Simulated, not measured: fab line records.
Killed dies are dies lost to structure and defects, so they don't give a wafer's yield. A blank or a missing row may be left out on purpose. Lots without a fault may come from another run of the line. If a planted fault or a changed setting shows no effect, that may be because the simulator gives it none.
Comparing a struck lot with a sound one / flow n5-finfet / 13 steps out of a route of 1938
Sound: wafers L680.2, L680.3, L680.5. The struck wafers were L689.1, L689.4, L689.5. The cause is given at the end.
Each step with rows lists, per side, the tool, then ch with its chambers, then its first start. Under that, the readings that differ: sound wafers / struck wafers / difference of the means / sigmas: that difference in standard deviations of wafers without a fault.
alike: words and numbers the same on both sides, and readings whose means are apart by under 2 such deviations; not compared: readings that were withheld, readings missing a value for some wafer, numbers with overlapping values and no deviation given by the record, and bounds like >300 which may hide the same value.
A row with sigmas, a row that says differs or no value, or rows on one side alone: a step with any of these is where the two part. Non-overlapping numbers with no deviation appear without sigmas and do not part them. A reading that every wafer of one side lacks parts them only if that side has two wafers or more.

N5_GATE_CUT_CMP_23: polishes, stops on SiO2, t overpolish 23.4 s, target thk 16 nm.
  sound on cmp-04 ch 1,2, day 5 02:16; struck on cmp-04 ch 0,2,3, day 7 09:11
reading=time-to-endpoint-s (s); sound=17 20 17; struck=24 26 25; difference=+7; sigmas=+2
  alike: edge-zone-pressure-frac, motor-current-A, overpolish-run-s
N5_GATE_CUT_THK_MEAS_24:
  struck on film-metro-01, day 7 09:24; sound on film-metro-02, day 5 02:33
  alike: GC_FILL_THK
N5_GATE_CUT_CMP_43: polishes SiO2.
  sound on cmp-02 ch 1,2,3, day 5 02:40; struck on cmp-03 ch 1,2, day 7 09:26
  alike: edge-zone-pressure-frac, motor-current-A
N5_GATE_CUT_CMP_61: polishes, stops on SiNx, t overpolish 3 s.
  sound on cmp-02 ch 1,2,3, day 5 03:05; struck on cmp-03 ch 1,2, day 7 09:55
  alike: edge-zone-pressure-frac, motor-current-A
N5_GATE_CUT_INSPECT_26: inspects for defects (darkfield).
  struck on defect-inspect-02, day 7 10:08; sound on defect-inspect-01, day 5 03:17
  alike: raw-defect-count
then, 6 steps without rows for these wafers: N5_MOL_CONTACT_COAG_COAT_103 (time 60 s, resist thk 80 nm); N5_MOL_CONTACT_COAG_COAT_104 (time 60 s, resist thk 12 nm); N5_MOL_CONTACT_COAG_COAT_58 (time 60 s, resist thk 10 nm); N5_MOL_CONTACT_COAG_COAT_02 (resist thk 30 nm); N5_MOL_CONTACT_COAG_EBR_04; N5_MOL_CONTACT_COAG_SOFTBAKE_03 (time 60 s).
N5_MOL_CONTACT_COAG_EXPOSE_05: exposes mask CA, defocus 0 nm.
  sound on euv-scanner-01 ch 0, day 5 03:35; struck on euv-scanner-02, day 7 10:26
  no value came back on the struck wafers for exposure-dose-mJ-cm2, focus-offset-nm (nm), reticle-temp-C (C); on the sound wafers exposure-dose-mJ-cm2 reads 38.14 38.10 38.11
  alike: mask
then, 1 step without rows for these wafers: N5_MOL_CONTACT_COAG_PEB_06 (peb time 60 s).

== WHERE THEY PART ==
Last at N5_MOL_CONTACT_COAG_EXPOSE_05 as far as this record goes, first at N5_GATE_CUT_CMP_23.

WHY: what had been put in by the simulator
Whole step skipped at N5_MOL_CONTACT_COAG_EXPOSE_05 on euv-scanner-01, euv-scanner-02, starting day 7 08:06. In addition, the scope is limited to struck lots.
